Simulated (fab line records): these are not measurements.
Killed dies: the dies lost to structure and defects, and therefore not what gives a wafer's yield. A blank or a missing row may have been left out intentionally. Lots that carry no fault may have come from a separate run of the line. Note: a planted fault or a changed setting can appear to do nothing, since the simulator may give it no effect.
Split-lot study || flow n5-finfet || on a route of 1938 steps: 7 lots, 39 wafers read

## THE SPLIT
At N5_WELL_APT_IMPLANT_15, the setting energy-kev was moved away from the recipe's 25 on 12 of the 39 wafers read, by -11.9% to +15.2%. This setting was run at the recipe's value on the other wafers.

The reading comes from the split's own step.

## THE READING
implant.drp-nm (the simulator's own value, which no gauge read), in nm, at N5_WELL_APT_IMPLANT_15. No usual value for it is given in the file.

{"wafer": "L075.2", "tool, chamber at the split": "implanter-01, 0", "energy-kev as run": 25, "against the recipe": "recipe", "implant.drp-nm, nm": 8.457, "against lot-mates on the recipe": "-"}
{"wafer": "L075.3", "tool, chamber at the split": "implanter-01, 0", "energy-kev as run": 25, "against the recipe": "recipe", "implant.drp-nm, nm": 8.457, "against lot-mates on the recipe": "-"}
{"wafer": "L075.5", "tool, chamber at the split": "implanter-01, 0", "energy-kev as run": 25, "against the recipe": "recipe", "implant.drp-nm, nm": 8.457, "against lot-mates on the recipe": "-"}
{"wafer": "L076.1", "tool, chamber at the split": "implanter-02, 0", "energy-kev as run": 22.02, "against the recipe": "-11.9%", "implant.drp-nm, nm": 7.735, "against lot-mates on the recipe": -0.722}
{"wafer": "L076.4", "tool, chamber at the split": "implanter-02, 0", "energy-kev as run": 22.02, "against the recipe": "-11.9%", "implant.drp-nm, nm": 7.735, "against lot-mates on the recipe": -0.722}
{"wafer": "L076.5", "tool, chamber at the split": "implanter-02, 0", "energy-kev as run": 22.02, "against the recipe": "-11.9%", "implant.drp-nm, nm": 7.735, "against lot-mates on the recipe": -0.722}
{"wafer": "L076.2", "tool, chamber at the split": "implanter-02, 0", "energy-kev as run": 25, "against the recipe": "recipe", "implant.drp-nm, nm": 8.457, "against lot-mates on the recipe": "-"}
{"wafer": "L076.3", "tool, chamber at the split": "implanter-02, 0", "energy-kev as run": 25, "against the recipe": "recipe", "implant.drp-nm, nm": 8.457, "against lot-mates on the recipe": "-"}
{"wafer": "L076.6", "tool, chamber at the split": "implanter-02, 0", "energy-kev as run": 25, "against the recipe": "recipe", "implant.drp-nm, nm": 8.457, "against lot-mates on the recipe": "-"}
{"wafer": "L083.1", "tool, chamber at the split": "implanter-02, 0", "energy-kev as run": 25, "against the recipe": "recipe", "implant.drp-nm, nm": 8.457, "against lot-mates on the recipe": "-"}
{"wafer": "L083.2", "tool, chamber at the split": "implanter-02, 0", "energy-kev as run": 25, "against the recipe": "recipe", "implant.drp-nm, nm": 8.457, "against lot-mates on the recipe": "-"}
{"wafer": "L083.3", "tool, chamber at the split": "implanter-02, 0", "energy-kev as run": 25, "against the recipe": "recipe", "implant.drp-nm, nm": 8.457, "against lot-mates on the recipe": "-"}
{"wafer": "L083.4", "tool, chamber at the split": "implanter-02, 0", "energy-kev as run": 25, "against the recipe": "recipe", "implant.drp-nm, nm": 8.457, "against lot-mates on the recipe": "-"}
{"wafer": "L083.5", "tool, chamber at the split": "implanter-02, 0", "energy-kev as run": 25, "against the recipe": "recipe", "implant.drp-nm, nm": 8.457, "against lot-mates on the recipe": "-"}
{"wafer": "L083.6", "tool, chamber at the split": "implanter-02, 0", "energy-kev as run": 25, "against the recipe": "recipe", "implant.drp-nm, nm": 8.457, "against lot-mates on the recipe": "-"}
{"wafer": "L085.1", "tool, chamber at the split": "implanter-02, 0", "energy-kev as run": 25, "against the recipe": "recipe", "implant.drp-nm, nm": 8.457, "against lot-mates on the recipe": "-"}
{"wafer": "L085.2", "tool, chamber at the split": "implanter-02, 0", "energy-kev as run": 25, "against the recipe": "recipe", "implant.drp-nm, nm": 8.457, "against lot-mates on the recipe": "-"}
{"wafer": "L085.6", "tool, chamber at the split": "implanter-02, 0", "energy-kev as run": 25, "against the recipe": "recipe", "implant.drp-nm, nm": 8.457, "against lot-mates on the recipe": "-"}
{"wafer": "L085.3", "tool, chamber at the split": "implanter-02, 0", "energy-kev as run": 27.84, "against the recipe": "+11.4%", "implant.drp-nm, nm": 9.133, "against lot-mates on the recipe": "+0.676"}
{"wafer": "L085.4", "tool, chamber at the split": "implanter-02, 0", "energy-kev as run": 27.84, "against the recipe": "+11.4%", "implant.drp-nm, nm": 9.133, "against lot-mates on the recipe": "+0.676"}
{"wafer": "L085.5", "tool, chamber at the split": "implanter-02, 0", "energy-kev as run": 27.84, "against the recipe": "+11.4%", "implant.drp-nm, nm": 9.133, "against lot-mates on the recipe": "+0.676"}
{"wafer": "L088.1", "tool, chamber at the split": "implanter-02, 0", "energy-kev as run": 28.8, "against the recipe": "+15.2%", "implant.drp-nm, nm": 9.359, "against lot-mates on the recipe": "+0.902"}
{"wafer": "L088.3", "tool, chamber at the split": "implanter-02, 0", "energy-kev as run": 28.8, "against the recipe": "+15.2%", "implant.drp-nm, nm": 9.359, "against lot-mates on the recipe": "+0.902"}
{"wafer": "L088.5", "tool, chamber at the split": "implanter-02, 0", "energy-kev as run": 28.8, "against the recipe": "+15.2%", "implant.drp-nm, nm": 9.359, "against lot-mates on the recipe": "+0.902"}
{"wafer": "L088.2", "tool, chamber at the split": "implanter-02, 0", "energy-kev as run": 25, "against the recipe": "recipe", "implant.drp-nm, nm": 8.457, "against lot-mates on the recipe": "-"}
{"wafer": "L088.4", "tool, chamber at the split": "implanter-02, 0", "energy-kev as run": 25, "against the recipe": "recipe", "implant.drp-nm, nm": 8.457, "against lot-mates on the recipe": "-"}
{"wafer": "L088.6", "tool, chamber at the split": "implanter-02, 0", "energy-kev as run": 25, "against the recipe": "recipe", "implant.drp-nm, nm": 8.457, "against lot-mates on the recipe": "-"}
{"wafer": "L091.1", "tool, chamber at the split": "implanter-01, 0", "energy-kev as run": 25, "against the recipe": "recipe", "implant.drp-nm, nm": 8.457, "against lot-mates on the recipe": "-"}
{"wafer": "L091.2", "tool, chamber at the split": "implanter-01, 0", "energy-kev as run": 25, "against the recipe": "recipe", "implant.drp-nm, nm": 8.457, "against lot-mates on the recipe": "-"}
{"wafer": "L091.4", "tool, chamber at the split": "implanter-01, 0", "energy-kev as run": 25, "against the recipe": "recipe", "implant.drp-nm, nm": 8.457, "against lot-mates on the recipe": "-"}
{"wafer": "L091.3", "tool, chamber at the split": "implanter-01, 0", "energy-kev as run": 23.51, "against the recipe": "-6.0%", "implant.drp-nm, nm": 8.098, "against lot-mates on the recipe": -0.359}
{"wafer": "L091.5", "tool, chamber at the split": "implanter-01, 0", "energy-kev as run": 23.51, "against the recipe": "-6.0%", "implant.drp-nm, nm": 8.098, "against lot-mates on the recipe": -0.359}
{"wafer": "L091.6", "tool, chamber at the split": "implanter-01, 0", "energy-kev as run": 23.51, "against the recipe": "-6.0%", "implant.drp-nm, nm": 8.098, "against lot-mates on the recipe": -0.359}
{"wafer": "L094.1", "tool, chamber at the split": "implanter-01, 0", "energy-kev as run": 25, "against the recipe": "recipe", "implant.drp-nm, nm": 8.457, "against lot-mates on the recipe": "-"}
{"wafer": "L094.2", "tool, chamber at the split": "implanter-01, 0", "energy-kev as run": 25, "against the recipe": "recipe", "implant.drp-nm, nm": 8.457, "against lot-mates on the recipe": "-"}
{"wafer": "L094.3", "tool, chamber at the split": "implanter-01, 0", "energy-kev as run": 25, "against the recipe": "recipe", "implant.drp-nm, nm": 8.457, "against lot-mates on the recipe": "-"}
{"wafer": "L094.4", "tool, chamber at the split": "implanter-01, 0", "energy-kev as run": 25, "against the recipe": "recipe", "implant.drp-nm, nm": 8.457, "against lot-mates on the recipe": "-"}
{"wafer": "L094.5", "tool, chamber at the split": "implanter-01, 0", "energy-kev as run": 25, "against the recipe": "recipe", "implant.drp-nm, nm": 8.457, "against lot-mates on the recipe": "-"}
{"wafer": "L094.6", "tool, chamber at the split": "implanter-01, 0", "energy-kev as run": 25, "against the recipe": "recipe", "implant.drp-nm, nm": 8.457, "against lot-mates on the recipe": "-"}

FIT RESULTS
A straight line over all 39 wafers: implant.drp-nm changes by +0.0598 nm for each +1% of energy-kev; r = +1.00; the points scatter about the line by 0.003 nm.
The same after taking each lot's own level away (the mean of its wafers on the recipe; 39 wafers): +0.0598 nm for each +1%; r = +1.00; scatter 0.003 nm.
Per that fit: largest energy-kev move, reading shift of 0.91 nm.
The lots' own levels span 8.4570 to 8.4570 nm.
The two slopes are in agreement: the lot-to-lot level therefore moves the slope only a little.
Check: for one of the wafers moved furthest among these (+15.2%), held out of the fit, the line's prediction against its lot-mates is +0.908 nm. It came out at +0.902 nm against them.

## THE WHOLE CHAIN: every reading that the file lists as answering this split, in the file's order
{"step": "N5_WELL_APT_IMPLANT_15", "what it does": "", "reading": "implant.rp-nm (the simulator's own value, which no gauge read)", "change (the file's fit)": "+0.139 nm for each +1% of the setting", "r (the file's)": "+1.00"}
{"step": "N5_WELL_APT_IMPLANT_15", "what it does": "", "reading": "implant.drp-nm (the simulator's own value, which no gauge read)", "change (the file's fit)": "+0.0598 nm for each +1% of the setting", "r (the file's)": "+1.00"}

## FILE'S OWN FIT
implant.drp-nm changes by +0.0598 nm for each +1% of energy-kev, r = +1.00.
